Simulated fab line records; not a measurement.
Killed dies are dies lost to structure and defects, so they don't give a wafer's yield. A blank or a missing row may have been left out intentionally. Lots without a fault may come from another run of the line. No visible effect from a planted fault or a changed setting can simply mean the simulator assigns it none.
Lot-split experiment || flow n5_finfet || on a route of 1938 steps: 7 lots, 21 wafers read

== SPLIT DETAILS ==
At N5_SD_EPI_P_ETCH_16 (etches SiO2 in CHF3/O2, target depth 5 nm), the setting target_depth_a was moved away from the recipe's 50 angstrom on 6 of the 21 wafers read, by -11.3% to +5.0%. All remaining wafers had this setting at the recipe value.

The reading comes from the split's own step.

== THE READING ==
etch.depth_nm (the simulator's own value, which no gauge read), in nm, at N5_SD_EPI_P_ETCH_16 (etches SiO2 in CHF3/O2, target depth 5 nm). The file gives no usual value for it. Here, 15 wafers ran the recipe; their average is 5.049 nm with a standard deviation of 0.076 nm.

{"wafer": "L076.2", "tool, chamber at the split": "rie_diel-01, 2", "target_depth_a as run, angstrom": 50, "against the recipe": "recipe", "etch.depth_nm, nm": 5.053, "against lot-mates on the recipe": "-"}
{"wafer": "L076.3", "tool, chamber at the split": "rie_diel-01, 0", "target_depth_a as run, angstrom": 50, "against the recipe": "recipe", "etch.depth_nm, nm": 5.019, "against lot-mates on the recipe": "-"}
{"wafer": "L076.6", "tool, chamber at the split": "rie_diel-01, 3", "target_depth_a as run, angstrom": 50, "against the recipe": "recipe", "etch.depth_nm, nm": 5.183, "against lot-mates on the recipe": "-"}
{"wafer": "L077.1", "tool, chamber at the split": "rie_diel-03, 2", "target_depth_a as run, angstrom": 50, "against the recipe": "recipe", "etch.depth_nm, nm": 5.081, "against lot-mates on the recipe": "-"}
{"wafer": "L077.3", "tool, chamber at the split": "rie_diel-03, 1", "target_depth_a as run, angstrom": 50, "against the recipe": "recipe", "etch.depth_nm, nm": 5.069, "against lot-mates on the recipe": "-"}
{"wafer": "L077.5", "tool, chamber at the split": "rie_diel-03, 1", "target_depth_a as run, angstrom": 50, "against the recipe": "recipe", "etch.depth_nm, nm": 5.062, "against lot-mates on the recipe": "-"}
{"wafer": "L089.1", "tool, chamber at the split": "rie_diel-01, 2", "target_depth_a as run, angstrom": 50, "against the recipe": "recipe", "etch.depth_nm, nm": 5.014, "against lot-mates on the recipe": "-"}
{"wafer": "L089.4", "tool, chamber at the split": "rie_diel-01, 0", "target_depth_a as run, angstrom": 50, "against the recipe": "recipe", "etch.depth_nm, nm": 5.072, "against lot-mates on the recipe": "-"}
{"wafer": "L089.5", "tool, chamber at the split": "rie_diel-01, 3", "target_depth_a as run, angstrom": 50, "against the recipe": "recipe", "etch.depth_nm, nm": 5.187, "against lot-mates on the recipe": "-"}
{"wafer": "L090.2", "tool, chamber at the split": "rie_diel-01, 2", "target_depth_a as run, angstrom": 52.52, "against the recipe": "+5.0%", "etch.depth_nm, nm": 5.258, "against lot-mates on the recipe": "+0.196"}
{"wafer": "L090.3", "tool, chamber at the split": "rie_diel-01, 1", "target_depth_a as run, angstrom": 50, "against the recipe": "recipe", "etch.depth_nm, nm": 5.067, "against lot-mates on the recipe": "-"}
{"wafer": "L090.6", "tool, chamber at the split": "rie_diel-01, 0", "target_depth_a as run, angstrom": 50, "against the recipe": "recipe", "etch.depth_nm, nm": 5.056, "against lot-mates on the recipe": "-"}
{"wafer": "L094.1", "tool, chamber at the split": "rie_diel-03, 3", "target_depth_a as run, angstrom": 50, "against the recipe": "recipe", "etch.depth_nm, nm": 4.997, "against lot-mates on the recipe": "-"}
{"wafer": "L094.2", "tool, chamber at the split": "rie_diel-03, 0", "target_depth_a as run, angstrom": 50, "against the recipe": "recipe", "etch.depth_nm, nm": 5.051, "against lot-mates on the recipe": "-"}
{"wafer": "L094.3", "tool, chamber at the split": "rie_diel-03, 1", "target_depth_a as run, angstrom": 44.35, "against the recipe": "-11.3%", "etch.depth_nm, nm": 4.469, "against lot-mates on the recipe": -0.555}
{"wafer": "L095.1", "tool, chamber at the split": "rie_diel-04, 1", "target_depth_a as run, angstrom": 45.04, "against the recipe": "-9.9%", "etch.depth_nm, nm": 4.47, "against lot-mates on the recipe": -0.439}
{"wafer": "L095.2", "tool, chamber at the split": "rie_diel-04, 2", "target_depth_a as run, angstrom": 50, "against the recipe": "recipe", "etch.depth_nm, nm": 4.941, "against lot-mates on the recipe": "-"}
{"wafer": "L095.5", "tool, chamber at the split": "rie_diel-04, 3", "target_depth_a as run, angstrom": 50, "against the recipe": "recipe", "etch.depth_nm, nm": 4.877, "against lot-mates on the recipe": "-"}
{"wafer": "L097.4", "tool, chamber at the split": "rie_diel-04, 1", "target_depth_a as run, angstrom": 47.36, "against the recipe": "-5.3%", "etch.depth_nm, nm": 4.756, "against lot-mates on the recipe": "no lot-mate on the recipe"}
{"wafer": "L097.5", "tool, chamber at the split": "rie_diel-04, 2", "target_depth_a as run, angstrom": 47.36, "against the recipe": "-5.3%", "etch.depth_nm, nm": 4.724, "against lot-mates on the recipe": "no lot-mate on the recipe"}
{"wafer": "L097.6", "tool, chamber at the split": "rie_diel-04, 0", "target_depth_a as run, angstrom": 47.36, "against the recipe": "-5.3%", "etch.depth_nm, nm": 4.775, "against lot-mates on the recipe": "no lot-mate on the recipe"}

THE FIT
A straight line over all 21 wafers: etch.depth_nm changes by +0.0532 nm for each +1% of target_depth_a; r = +0.95; the points scatter about the line by 0.07 nm.
The same after taking each lot's own level away (the mean of its wafers on the recipe; 18 wafers): +0.046 nm for each +1%; r = +0.97; scatter 0.048 nm.
The reading moves by 0.52 nm for the largest change in target_depth_a, on that fit.
Measured against the standard deviation above, the lots' own levels, which go from 4.9090 to 5.0910 nm, span 2.4 times it.
In other words, the slope is changed by the lot-to-lot level; the two fits disagree.
Check: with one of the wafers moved furthest among these (-11.3%) left out of the fit, the line predicts -0.489 nm for it against its lot-mates. Against them it came out at -0.555 nm.

== FURTHER SPLITS ON THESE WAFERS ==
Note: prior to the reading, these wafers also went through further splits. Each is held against what the fit with the lots' levels taken away leaves over:
{"other split on the same wafers": "N5_WELL_APT_COAT_02 spin_rpm", "wafers away from the commonest value": 5, "r with etch.depth_nm (lot level and that fit taken away)": "+0.07"}
{"other split on the same wafers": "N5_WELL_APT_PEB_06 peb_time_s", "wafers away from the commonest value": 6, "r with etch.depth_nm (lot level and that fit taken away)": "+0.03"}
{"other split on the same wafers": "N5_FIN_SAQP_PECVD_06 time_s", "wafers away from the commonest value": 5, "r with etch.depth_nm (lot level and that fit taken away)": -0.13}
{"other split on the same wafers": "N5_FIN_SAQP_COAT_49 spin_rpm", "wafers away from the commonest value": 6, "r with etch.depth_nm (lot level and that fit taken away)": -0.25}
{"other split on the same wafers": "N5_DUMMY_GATE_ETCH_32 time_s", "wafers away from the commonest value": 5, "r with etch.depth_nm (lot level and that fit taken away)": "+0.25"}
{"other split on the same wafers": "N5_DUMMY_GATE_ETCH_42 bias_w", "wafers away from the commonest value": 6, "r with etch.depth_nm (lot level and that fit taken away)": "+0.07"}

== FILE'S OWN FIT ==
etch.depth_nm changes by +0.0462 nm for each +1% of target_depth_a, r = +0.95.
